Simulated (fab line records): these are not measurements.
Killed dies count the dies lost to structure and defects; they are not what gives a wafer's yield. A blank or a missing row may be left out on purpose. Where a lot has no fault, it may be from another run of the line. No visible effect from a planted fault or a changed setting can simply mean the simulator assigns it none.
Shared-tool check / flow nand harc / 13 lots, 39 wafers sampled

WHY IT WAS OPENED
At NHARC_A_ONON_D1_THK_MEAS_05 the reading thk nm is flagged on 2 of 13 lots. Wafers without a fault read 1001 nm, standard deviation 10.
Rule: a lot is flagged when every wafer of it that has a number lies more than 4 standard deviations from that mean, or none has a number. The rest of the lots are taken to be sound.

lot=L409; measured=day 7 10:35; on=film metro-01; thk nm (nm), wafer by wafer=983 984 982; flag=
lot=L410; measured=day 7 10:56; on=film metro-02; thk nm (nm), wafer by wafer=991 992 990; flag=
lot=L411; measured=day 8 02:08; on=film metro-02; thk nm (nm), wafer by wafer=483 482 484; flag=FLAGGED
lot=L414; measured=day 8 23:41; on=film metro-02; thk nm (nm), wafer by wafer=495 493 494; flag=FLAGGED
lot=L423; measured=day 11 00:07; on=film metro-02; thk nm (nm), wafer by wafer=1007 1006 1006; flag=
lot=L421; measured=day 11 00:10; on=film metro-02; thk nm (nm), wafer by wafer=1006 1006 1005; flag=
lot=L425; measured=day 11 10:19; on=film metro-02; thk nm (nm), wafer by wafer=1002 1001 1000; flag=
lot=L428; measured=day 12 03:01; on=film metro-01; thk nm (nm), wafer by wafer=1002 1001 999; flag=
lot=L426; measured=day 12 03:01; on=film metro-02; thk nm (nm), wafer by wafer=1009 1007 1009; flag=
lot=L429; measured=day 12 18:37; on=film metro-01; thk nm (nm), wafer by wafer=1003 1002 1003; flag=
lot=L431; measured=day 12 18:37; on=film metro-02; thk nm (nm), wafer by wafer=996 995 997; flag=
lot=L430; measured=day 12 18:38; on=film metro-01; thk nm (nm), wafer by wafer=1024 1023 1023; flag=
lot=L432; measured=day 13 21:52; on=film metro-02; thk nm (nm), wafer by wafer=1009 1010 1010; flag=
The numbers of the flagged lots are 488 nm on average: -512 nm against the usual, or -51 standard deviations.

LOT BY LOT: THE TOOL USED
3 process steps preceding the reading are held in the record, out of 1159 steps in the route. In each cell: the tool, then ch and the chambers that the sampled wafers went through, then the start.
lot=L409; flag=; NHARC_P_BONDPAD_STRIP_15=rie diel-10 ch 0,1,2, day 6 08:01; NHARC_A_ZERO_WELL_DESCUM_12=rie diel-03 ch 1,2,3, day 6 11:35; NHARC_A_ONON_D1_DEP_03=pecvd onon-02 ch 0, day 7 10:08
lot=L410; flag=; NHARC_P_BONDPAD_STRIP_15=rie diel-11 ch 0,2,3, day 6 09:09; NHARC_A_ZERO_WELL_DESCUM_12=rie diel-09 ch 1,2, day 6 12:36; NHARC_A_ONON_D1_DEP_03=pecvd onon-02 ch 0, day 7 10:29
lot=L411; flag=FLAGGED; NHARC_P_BONDPAD_STRIP_15=rie diel-10 ch 0,2,3, day 6 23:38; NHARC_A_ZERO_WELL_DESCUM_12=rie diel-01 ch 0,3, day 7 03:42; NHARC_A_ONON_D1_DEP_03=pecvd onon-02 ch 0, day 8 01:37
lot=L414; flag=FLAGGED; NHARC_P_BONDPAD_STRIP_15=rie diel-08 ch 0,1, day 7 19:19; NHARC_A_ZERO_WELL_DESCUM_12=rie diel-03 ch 0,1, day 7 23:02; NHARC_A_ONON_D1_DEP_03=pecvd onon-02 ch 0, day 8 23:21
lot=L423; flag=; NHARC_P_BONDPAD_STRIP_15=rie diel-08 ch 0,1,3, day 9 21:50; NHARC_A_ZERO_WELL_DESCUM_12=rie diel-09 ch 0,1,3, day 10 01:29; NHARC_A_ONON_D1_DEP_03=pecvd onon-01 ch 0, day 10 23:37
lot=L421; flag=; NHARC_P_BONDPAD_STRIP_15=rie diel-08 ch 0,1,3, day 9 21:01; NHARC_A_ZERO_WELL_DESCUM_12=rie diel-01 ch 0,1, day 10 00:39; NHARC_A_ONON_D1_DEP_03=pecvd onon-03 ch 0, day 10 23:40
lot=L425; flag=; NHARC_P_BONDPAD_STRIP_15=rie diel-08 ch 0,1,3, day 10 08:59; NHARC_A_ZERO_WELL_DESCUM_12=rie diel-03 ch 1,2,3, day 10 12:41; NHARC_A_ONON_D1_DEP_03=pecvd onon-03 ch 0, day 11 09:52
lot=L428; flag=; NHARC_P_BONDPAD_STRIP_15=rie diel-08 ch 0,1, day 11 01:42; NHARC_A_ZERO_WELL_DESCUM_12=rie diel-03 ch 0,1,3, day 11 05:14; NHARC_A_ONON_D1_DEP_03=pecvd onon-03 ch 0, day 12 02:37
lot=L426; flag=; NHARC_P_BONDPAD_STRIP_15=rie diel-08 ch 0,1, day 10 22:57; NHARC_A_ZERO_WELL_DESCUM_12=rie diel-03 ch 0,2,3, day 11 02:44; NHARC_A_ONON_D1_DEP_03=pecvd onon-02 ch 0, day 12 02:30
lot=L429; flag=; NHARC_P_BONDPAD_STRIP_15=rie diel-08 ch 0,1,3, day 11 13:32; NHARC_A_ZERO_WELL_DESCUM_12=rie diel-03 ch 0,1,2, day 11 17:12; NHARC_A_ONON_D1_DEP_03=pecvd onon-02 ch 0, day 12 18:10
lot=L431; flag=; NHARC_P_BONDPAD_STRIP_15=rie diel-08 ch 0,2,3, day 11 18:12; NHARC_A_ZERO_WELL_DESCUM_12=rie diel-01 ch 0,2,3, day 11 21:55; NHARC_A_ONON_D1_DEP_03=pecvd onon-01 ch 0, day 12 18:07
lot=L430; flag=; NHARC_P_BONDPAD_STRIP_15=rie diel-08 ch 0,2, day 11 17:37; NHARC_A_ZERO_WELL_DESCUM_12=rie diel-01 ch 1,3, day 11 21:14; NHARC_A_ONON_D1_DEP_03=pecvd onon-03 ch 0, day 12 18:11
lot=L432; flag=; NHARC_P_BONDPAD_STRIP_15=rie diel-08 ch 2,3, day 12 17:32; NHARC_A_ZERO_WELL_DESCUM_12=rie diel-09 ch 0,3, day 12 21:07; NHARC_A_ONON_D1_DEP_03=pecvd onon-02 ch 0, day 13 21:28
What the steps here do:
- NHARC_P_BONDPAD_STRIP_15: strips in O2.
- NHARC_A_ZERO_WELL_DESCUM_12: chemistry O2, time 3 s.
- NHARC_A_ONON_D1_DEP_03: target thk 1000 nm.
- NHARC_A_ONON_D1_THK_MEAS_05: measures by ellipsometry.

FLAGGED AGAINST TOTAL, ONE TOOL AT A TIME (gauges that did the reading follow at the end)
step=NHARC_P_BONDPAD_STRIP_15; tool=rie diel-08; lots run=10; flagged=1; share of the flagged lots=some; sound lots run after its first flagged lot=9 (L421,L423,L425,L426,L428,L429,L430,L431,L432)
step=NHARC_P_BONDPAD_STRIP_15; tool=rie diel-10; lots run=2; flagged=1; share of the flagged lots=some; sound lots run after its first flagged lot=0
step=NHARC_P_BONDPAD_STRIP_15; tool=rie diel-11; lots run=1; flagged=0; share of the flagged lots=none; sound lots run after its first flagged lot=-
step=NHARC_A_ZERO_WELL_DESCUM_12; tool=rie diel-01; lots run=4; flagged=1; share of the flagged lots=some; sound lots run after its first flagged lot=3 (L421,L430,L431)
step=NHARC_A_ZERO_WELL_DESCUM_12; tool=rie diel-03; lots run=6; flagged=1; share of the flagged lots=some; sound lots run after its first flagged lot=4 (L425,L426,L428,L429)
step=NHARC_A_ZERO_WELL_DESCUM_12; tool=rie diel-09; lots run=3; flagged=0; share of the flagged lots=none; sound lots run after its first flagged lot=-
step=NHARC_A_ONON_D1_DEP_03; tool=pecvd onon-01; lots run=2; flagged=0; share of the flagged lots=none; sound lots run after its first flagged lot=-
step=NHARC_A_ONON_D1_DEP_03; tool=pecvd onon-02; lots run=7; flagged=2; share of the flagged lots=all; sound lots run after its first flagged lot=3 (L426,L429,L432)
step=NHARC_A_ONON_D1_DEP_03; tool=pecvd onon-03; lots run=4; flagged=0; share of the flagged lots=none; sound lots run after its first flagged lot=-
step=NHARC_A_ONON_D1_THK_MEAS_05; tool=film metro-01; lots run=4; flagged=0; share of the flagged lots=none; sound lots run after its first flagged lot=-
step=NHARC_A_ONON_D1_THK_MEAS_05; tool=film metro-02; lots run=9; flagged=2; share of the flagged lots=all; sound lots run after its first flagged lot=6 (L423,L421,L425,L426,L431,L432)

THE TABLE: WHAT IT ALLOWS
pecvd onon-02 at NHARC_A_ONON_D1_DEP_03 and film metro-02 at NHARC_A_ONON_D1_THK_MEAS_05 are the 2 rows of the table that ran each flagged lot.
- pecvd onon-02 at NHARC_A_ONON_D1_DEP_03: 2 of its 7 lots flagged. Lots that were sound ran on it after the first flagged one (L426, L429, L432); a persistent fault on the entire tool would not allow that.
- film metro-02 at NHARC_A_ONON_D1_THK_MEAS_05: 2 of its 9 lots flagged. Lots that were sound ran on it after the first flagged one (L423, L421, L425, L426, L431, L432); a persistent fault on the entire tool would not allow that.
Not one row of the table ran every flagged lot while running no sound lot after the first.

WHAT THE SIMULATOR HAD INSERTED
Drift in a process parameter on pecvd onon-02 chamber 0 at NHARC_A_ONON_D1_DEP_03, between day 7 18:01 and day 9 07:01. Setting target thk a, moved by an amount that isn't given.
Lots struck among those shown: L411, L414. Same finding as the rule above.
